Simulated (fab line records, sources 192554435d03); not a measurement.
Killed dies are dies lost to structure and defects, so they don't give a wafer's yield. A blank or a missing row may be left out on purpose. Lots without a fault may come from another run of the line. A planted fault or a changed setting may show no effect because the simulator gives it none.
fab line records | flow n5_finfet
record lots=6 wafers=18 last_day=17
route steps=1938 shown BEOL_M12@1625
lots that met no fault: from a run of the same line without faults
start_h: hours from the record's first day to the start of the lot's first wafer shown | wait_h: hours since the lot's step before | " the same as in the row above | L1.1+2: a row that stands for several wafers | - no value, or no start given | * or withheld: withheld | < > ~ a bound
route shown NAME@n: a module of which the file shows steps, and the number in the route of the first | usual: mean/standard deviation of fault-free wafers | same: alike in all rows | chamber/n: place in a boat | sites: the reading at each site | _std_site: their standard deviation | _edge_site: outer sites' mean less inner sites' | radius_mm: how far each site lies from the wafer's centre | mask NAME#n: copy n | behind: the tool/chamber that last shaped the wafer | hold: why the lot was held/for how many hours/how that ended | device: the transistor (n, p or np) that didn't switch | end of line: the same wafers' tests at the end of the route | a step without rows: its recipe alone | killed: dies lost to structure and defects at the first sort, not the wafer's yield | map: a wafer's dies, x killed, . not, _ none there
set.NAME: the setting as run; set.NAME@STEP: as run at that earlier step | model.NAME: the simulator's own value behind a step, which no gauge read
lots at some steps of the route; a table a step, a row a wafer
services: from which hour (start_h, from the record's first day; less than 0 if before it) a tool's chamber was out of use, for how many hours, and why
## steps
# step N5_BEOL_M12_COAT_22
# recipe spin_rpm=2888 resist_thk_nm=300
# step N5_BEOL_M12_EBR_24
# recipe solvent=PGMEA ebr_width_mm=1.5
# step N5_BEOL_M12_SOFTBAKE_23
# recipe temp_c=130 time_s=60
# step N5_BEOL_M12_EXPOSE_25
# recipe mask_id=M12 na=0.93 source_shape=conventional sigma_outer=0.4 polarization=unpolarized dose_mj=21.8
# step N5_BEOL_M12_PEB_26
# recipe peb_temp_c=130 peb_time_s=90
# step N5_BEOL_M12_DEVELOP_27
# recipe develop_time_s=45 rinse_liquid=diw dry=air_spin dev_temp_c=21
# step N5_BEOL_M12_HARDBAKE_32
# recipe temp_c=130 time_s=120
# step N5_BEOL_M12_CD_MEAS_28
# recipe target_cd_nm=160.2 landing_energy_ev=500 detector=se_inlens polarity=opening
# usual cd_nm=160.5/1.9
# columns lot.wafer tool chamber start_h wait_h cd_nm
L274.1 cd_sem-03 0 249.13 - 161.4
L274.3 " 0 " " 162.4
L274.4 " 0 " " 157.6
L275.1 cd_sem-01 0 261.63 - 161.9
L275.3 " 0 " " 160.8
L275.4 " 0 " " 160.5
L283.2 cd_sem-03 0 289.56 - 161.9
L283.3 " 0 " " 161.5
L283.6 " 0 " " 159.3
L281.2 cd_sem-03 0 290.65 - 156.7
L281.3 " 0 " " 163.0
L281.6 " 0 " " 163.7
L286.1 cd_sem-01 0 322.04 - 160.3
L286.2 " 0 " " 162.2
L286.5 " 0 " " 161.5
L294.2 cd_sem-01 0 369.44 - 161.1
L294.3 " 0 " " 162.8
L294.6 " 0 " " 162.2
# step N5_BEOL_M12_OVL_MEAS_29
# recipe points_per_wafer=44
# usual M12_OVL=1/4.9
# columns lot.wafer tool chamber start_h wait_h M12_OVL[nm]
L274.1 overlay-02 0 249.17 0.0 5
L274.3 " 0 " " 4
L274.4 " 0 " " 3
L275.1 overlay-02 0 261.66 0.0 -6
L275.3 " 0 " " -3
L275.4 " 0 " " -4
L283.2 overlay-01 0 289.59 0.0 -1
L283.3 " 0 " " -5
L283.6 " 0 " " -4
L281.2 overlay-01 0 290.68 0.0 7
L281.3 " 0 " " 8
L281.6 " 0 " " 3
L286.1 overlay-02 0 322.07 0.0 -3
L286.2 " 0 " " 0
L286.5 " 0 " " -6
L294.2 overlay-02 0 369.46 0.0 -7
L294.3 " 0 " " -1
L294.6 " 0 " " 0
# step N5_BEOL_M12_INSPECT_30
# recipe mode=adi inspect_instrument=macro
# usual raw_defect_count=2.0/1.6
# columns lot.wafer tool chamber start_h wait_h raw_defect_count
L274.1 defect_inspect-02 - 249.19 0.0 0
L274.3 " - " " 3
L274.4 " - " " 2
L275.1 defect_inspect-01 - 261.68 0.0 1
L275.3 " - " " 1
L275.4 " - " " 2
L283.2 defect_inspect-02 - 289.62 0.0 3
L283.3 " - " " 3
L283.6 " - " " 0
L281.2 defect_inspect-01 - 290.70 0.0 2
L281.3 " - " " 3
L281.6 " - " " 0
L286.1 defect_inspect-02 - 322.09 0.0 3
L286.2 " - " " 3
L286.5 " - " " 4
L294.2 defect_inspect-02 - 369.49 0.0 0
L294.3 " - " " 1
L294.6 " - " " 2
# step N5_BEOL_M12_DESCUM_33
# recipe chemistry=O2 time_s=7.9 source_power_w=50 bias_power_w=20 pressure_mtorr=20 rf_frequency_hz=2.712e+07 temp_c=40 o2_flow_sccm=225
# usual drypump_motor_current_A=5.6/0.36 oes_product_au=0.80/0.085 rf_vpp_V=242.7/1.3 showerhead_plenum_p_Torr=2.06/0.064 throttle_valve_pct=20.28/0.2
# columns lot.wafer tool chamber start_h wait_h drypump_motor_current_A oes_product_au rf_hours_counter_h rf_vpp_V showerhead_plenum_p_Torr throttle_valve_pct
L274.1 rie_diel-04 0 249.23 0.0 6.0 0.69 259 242.5 2.03 20.29
L274.3 " 1 " " 5.4 0.86 55 241.3 2.04 20.38
L274.4 " 0 " " 6.0 0.70 - 243.0 2.03 20.30
L275.1 rie_diel-01 2 261.71 0.0 5.9 0.89 36 242.9 2.05 20.18
L275.3 " 0 " " 5.7 0.70 238 241.4 1.97 20.40
L275.4 " 1 " " 5.8 0.82 88 244.3 2.10 19.85
L283.2 rie_diel-04 0 289.84 0.2 6.1 0.98 2 243.9 2.03 20.07
L283.3 " 3 " " 4.9 0.74 196 241.4 1.97 20.36
L283.6 " 1 " " 5.4 0.82 - 242.8 2.03 20.44
L281.2 rie_diel-01 3 290.93 0.2 5.3 0.66 222 244.5 2.16 20.53
L281.3 " 2 " " 5.9 0.87 45 242.9 2.04 20.19
L281.6 " 0 " " 5.7 0.69 - 241.0 1.97 20.42
L286.1 rie_diel-04 3 322.19 0.1 5.0 0.74 207 239.8 1.97 20.36
L286.2 " 0 " " 6.0 0.95 14 242.2 2.03 20.09
L286.5 " 3 " " 4.9 0.73 - 240.4 1.97 20.38
L294.2 rie_diel-01 0 369.70 0.2 5.8 0.91 24 245.0 2.22 20.17
L294.3 " 2 " " 5.9 0.83 78 240.5 2.03 20.24
L294.6 " 1 " " 5.7 0.78 - 243.7 2.08 19.94
# step N5_BEOL_M12_ETCH_67
# recipe chemistry=CF4 target=SiARC target_depth_a=1430 time_s=238.3 ion_energy_ev=80 pressure_mtorr=40 source_w=545 bias_w=36 Ar_flow_sccm=100 cf4_flow_sccm=100 ends=cleared
# usual drypump_motor_current_A=5.6/0.36 etch_rf_on_time_s=237/5.5 oes_product_au=0.68/0.074 rf_vpp_V=183.7/1.1 showerhead_plenum_p_Torr=2.11/0.063 throttle_valve_pct=15.51/0.21
# columns lot.wafer tool chamber start_h wait_h drypump_motor_current_A etch_rf_on_time_s oes_product_au rf_hours_counter_h rf_vpp_V showerhead_plenum_p_Torr throttle_valve_pct
L274.1 rie_diel-04 0 249.26 0.0 6.0 234 0.59 259 182.1 2.10 15.75
L274.3 " 1 " " 5.4 234 0.73 55 182.1 2.07 15.47
L274.4 " 0 " " 6.0 234 0.60 - 183.6 2.10 15.77
L275.1 rie_diel-01 2 261.75 0.0 5.9 244 0.73 36 183.4 2.11 15.42
L275.3 " 0 " " 5.7 233 0.60 238 183.5 2.03 15.77
L275.4 " 1 " " 5.8 234 0.69 88 184.5 2.17 15.19
L283.2 rie_diel-04 0 289.88 0.0 6.1 242 0.84 3 183.0 2.09 15.31
L283.3 " 3 " " 4.9 249 0.62 196 182.2 2.04 15.73
L283.6 " 1 " " 5.4 237 0.71 - 183.7 2.07 15.50
L281.2 rie_diel-01 3 290.96 0.0 5.3 241 0.57 222 185.3 2.20 15.74
L281.3 " 2 " " 5.9 237 0.75 45 184.6 2.11 15.44
L281.6 " 0 " " 5.7 234 0.60 - 185.1 2.03 15.79
L286.1 rie_diel-04 3 322.22 0.0 4.9 246 0.62 207 181.7 2.04 15.74
L286.2 " 0 " " 6.1 237 0.81 14 184.5 2.09 15.35
L286.5 " 3 " " 5.0 248 0.61 - 182.1 2.04 15.75
L294.2 rie_diel-01 0 369.74 0.0 5.8 230 0.79 24 185.0 2.27 15.37
L294.3 " 2 " " 5.9 240 0.70 78 183.5 2.10 15.50
L294.6 " 1 " " 5.8 235 0.66 - 184.5 2.16 15.25
# step N5_BEOL_M12_ETCH_68
# recipe chemistry=N2/H2 target=SOC mask_material=SiARC source_w=3000 bias_w=350 temp_c=40 time_s=285 ion_energy_ev=200 pressure_mtorr=30 n2_flow_sccm=200 h2_flow_sccm=200
# usual drypump_motor_current_A=5.6/0.37 h2_flow_sccm=200.0/0.59 oes_product_au=0.80/0.084 rf_vpp_V=523.0/2.2 showerhead_plenum_p_Torr=2.50/0.074 throttle_valve_pct=17.60/0.26
# columns lot.wafer tool chamber start_h wait_h drypump_motor_current_A h2_flow_sccm oes_product_au rf_hours_counter_h rf_vpp_V showerhead_plenum_p_Torr throttle_valve_pct model.SiARC_of_BEOL_M12_COAT_66.thk_nm
L274.1 rie_diel-04 0 249.41 0.1 6.1 199.1 0.69 259 522.3 2.47 17.63 85.2
L274.3 " 1 " " 5.4 200.0 0.86 55 523.6 2.48 17.75 85.2
L274.4 " 0 " " 6.0 200.0 0.70 - 522.5 2.47 17.61 85.4
L275.1 rie_diel-01 2 261.90 0.1 5.9 199.7 0.87 36 520.9 2.50 17.58 85.8
L275.3 " 0 " " 5.8 200.2 0.70 238 519.9 2.40 17.71 85.8
L275.4 " 1 " " 5.8 200.3 0.82 88 524.0 2.56 17.21 85
L283.2 rie_diel-04 0 290.02 0.1 6.0 199.9 0.98 3 522.5 2.46 17.29 83.8
L283.3 " 3 " " 4.9 200.3 0.74 196 519.7 2.44 17.98 86
L283.6 " 1 " " 5.4 200.1 0.83 - 523.2 2.47 17.78 86.2
L281.2 rie_diel-01 3 291.11 0.1 5.3 200.5 0.67 222 525.0 2.61 17.77 86
L281.3 " 2 " " 5.9 198.5 0.87 45 522.0 2.49 17.60 85.8
L281.6 " 0 " " 5.7 200.5 0.70 - 520.9 2.39 17.73 85.8
L286.1 rie_diel-04 3 322.37 0.1 4.9 199.9 0.73 207 521.2 2.44 17.99 86.4
L286.2 " 0 " " 6.0 199.7 0.95 14 521.6 2.46 17.29 83.4
L286.5 " 3 " " 5.0 199.5 0.73 - 522.6 2.44 18.00 83.8
L294.2 rie_diel-01 0 369.88 0.1 5.7 199.7 0.90 24 528.5 2.70 17.40 85.8
L294.3 " 2 " " 5.9 200.4 0.83 78 523.7 2.48 17.63 86
L294.6 " 1 " " 5.7 200.8 0.77 - 523.8 2.54 17.29 85.8
# step N5_BEOL_M12_STRIP_69
# recipe chemistry=N2/H2 temp_c=40 n2_flow_sccm=200 h2_flow_sccm=200 rf_frequency_hz=6e+07
## services
# columns tool chamber start_h hours kind
rie_diel-01 - 236.60 0.2 repair
rie_diel-04 0 251.90 - clean
rie_diel-04 0 251.90 - consumable_replace:focus_ring
rie_diel-04 0 251.90 31.1 scheduled_down
rie_diel-04 0 251.90 31.1 vent_cycle
rie_diel-01 0 293.81 - clean
rie_diel-01 0 293.81 - consumable_replace:focus_ring
rie_diel-01 0 293.81 - consumable_replace:showerhead
rie_diel-01 0 293.81 15.5 scheduled_down
rie_diel-01 0 293.81 15.5 vent_cycle
rie_diel-01 3 359.84 - clean
rie_diel-01 3 359.84 - consumable_replace:focus_ring
rie_diel-01 3 359.84 24.6 scheduled_down
rie_diel-01 3 359.84 24.6 vent_cycle
## key
first_sign none at tools or gauges
model_effect step=N5_BEOL_M12_ETCH_68 value=SiARC_of_BEOL_M12_COAT_66.thk_nm without=86.13 struck=83.67
met_at N5_BEOL_M12_ETCH_68
struck_wafers L283.2,L286.2,L286.5
baseline_loss step=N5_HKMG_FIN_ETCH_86 wafers=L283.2
onset_between 249.41 290.02
fault kind=process_parameter_drift tool=rie_diel-04 chamber=- onset_h=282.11 steps=N5_BEOL_M12_ETCH_68 channel=target_depth_a offset=596.92 shape=step end_h=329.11 scope=struck_wafers_only acts_in=these_recipes_only stated=5700
# baseline_loss: these wafers lose ten dies or more at that step, a loss of the line's own and not of a fault; the sort's usual values leave them out
